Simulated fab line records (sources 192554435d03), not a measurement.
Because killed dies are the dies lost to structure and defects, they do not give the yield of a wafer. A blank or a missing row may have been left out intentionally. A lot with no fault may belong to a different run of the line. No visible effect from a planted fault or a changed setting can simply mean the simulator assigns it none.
Problem report, 8D (eight disciplines) form, completed by code :: flow n5 finfet :: the parts of the form that need people (team, actions taken, sign-off) are left out

== 1. WHAT IS WRONG ==
Across 3 wafers from 3 lots, GC_FILL_THK at N5_GATE_CUT_THK_MEAS_24 averages 130.3 nm, while fault-free wafers read 219.8 nm with a standard deviation of 2.3. Measured from the usual mean, that is -39 standard deviations.
The first sign was on wafer L726.1 at day 7 13:59, on film metro-02. Wafers with a number at this step in the record: 21, from 8 lots. The rule behind "out" and "out of limits": a value lying over 4 standard deviations away from the usual mean. The other wafers with a number count as sound.

== 2. WHAT THIS IS AND IS NOT ==
question: which readings at this step
is: GC_FILL_THK
is not: -

question: which lots
is: L726, L729, L730
is not: L717, L721, L732, L733, L734

question: which wafers of those lots
is: L726.1, L729.1, L730.5
is not: L726.3, L729.6, L730.6

question: read on which gauges
is: film metro-02
is not: film metro-01

question: when
is: from day 7 13:59
is not: up to then (7 sound wafers); but 11 sound wafers of L729, L730, L732, L733, L734 came after

== 3. WHAT RULES OUT EACH SUSPECT ==
Counting: a tool at a process step up to the reading stays a suspect if it ran every lot that is out. Sound lots after the first of them don't rule it out here, since some wafers of a struck lot are sound.
- ruled out: the gauge at N5_GATE_CUT_THK_MEAS_24. All the wafers that are out were read on film metro-02, but those of them that N5_GATE_CUT_HM_OPEN_40 has rows for are out there too, on other tools.
- pecvd-03 at N5_GATE_CUT_HM_DEP_46 (deposits SiO2 from TEOS/O2, target thk 130 nm, time 26.6 s): kept. Ran every lot that is out, first one L726 (day 7 10:25); last sound lot up to then L721 (day 6 05:40).
- rie diel-04 at N5_GATE_CUT_ETCH_28 (etches underlayer in N2/H2, target depth 13 nm, time 10.4 s): kept. Ran every lot that is out, first one L726 (day 7 11:21); last sound lot up to then L717 (day 5 05:21).
- rie diel-04 at N5_GATE_CUT_HM_OPEN_40 (chemistry C4F6/O2, target SiO2, target depth 139 nm, time 85.1 s): kept. Ran every lot that is out, first one L726 (day 7 11:29); last sound lot up to then L717 (day 5 05:29). Out on those wafers are its own readings of etch rf on time s.
- rie diel-04 at N5_GATE_CUT_ETCH_19 (etches SiNx in CH3F/O2, target depth 53.7 nm, time 76.7 s): kept. Ran every lot that is out, first one L726 (day 7 11:36); last sound lot up to then L717 (day 5 05:36).
- Within pecvd-03 at N5_GATE_CUT_HM_DEP_46: the wafers that are out ran in chamber 2; their sound lot-mates ran in chambers 0, 1.
Left after counting: pecvd-03 at N5_GATE_CUT_HM_DEP_46, rie diel-04 at N5_GATE_CUT_ETCH_28, rie diel-04 at N5_GATE_CUT_HM_OPEN_40, rie diel-04 at N5_GATE_CUT_ETCH_19.

== 4. THE CAUSE (what the simulator had put in) ==
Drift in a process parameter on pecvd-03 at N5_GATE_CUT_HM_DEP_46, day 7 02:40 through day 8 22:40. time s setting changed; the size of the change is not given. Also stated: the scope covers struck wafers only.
This tool is one of the 4 suspects left after counting.

== 5. THE CHAIN OF EFFECTS, in route order ==
One row per reading whose mean, taken over the struck wafers that have a number, lies over 3 standard deviations from the usual. Only readings for which the record gives a usual standard deviation are gone through. hours: the time from each lot's start at the first step in this table that gives one to its start at this step, as a median over the lots. sigmas: the change in usual standard deviations.
hours: 0
step: N5_GATE_CUT_HM_OPEN_40
reading: etch rf on time s
usual: 93.8 s
on struck wafers: 29.3
change: -64.5
sigmas: -28

hours: 2
step: N5_GATE_CUT_THK_MEAS_24
reading: GC_FILL_THK
usual: 219.8 nm
on struck wafers: 130.3
change: -89.5
sigmas: -39
Its process steps:
- N5_GATE_CUT_HM_OPEN_40: chemistry C4F6/O2, target SiO2, target depth 139 nm, time 85.1 s.
Readings that are blank on the struck wafers while sound wafers have them: susceptor temp C at N5_GATE_CUT_HM_DEP_46.
Later steps that measure or inspect, where all struck wafers having a row at the step show a number for every such reading and not one has moved that far: N5_BEOL_M4_RC_MEAS_101.

== 6. HOW IT WOULD HAVE BEEN CAUGHT EARLIER ==
The first out-of-limits reading at a measuring or inspecting step in this record came at day 7 13:59, 11 hours after the fault's start at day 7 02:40.
Of the lots that are out (3), L729, L730 began N5_GATE_CUT_HM_DEP_46 on pecvd-03 after day 7 13:59. A hold on the tool at that time would have spared those 2.
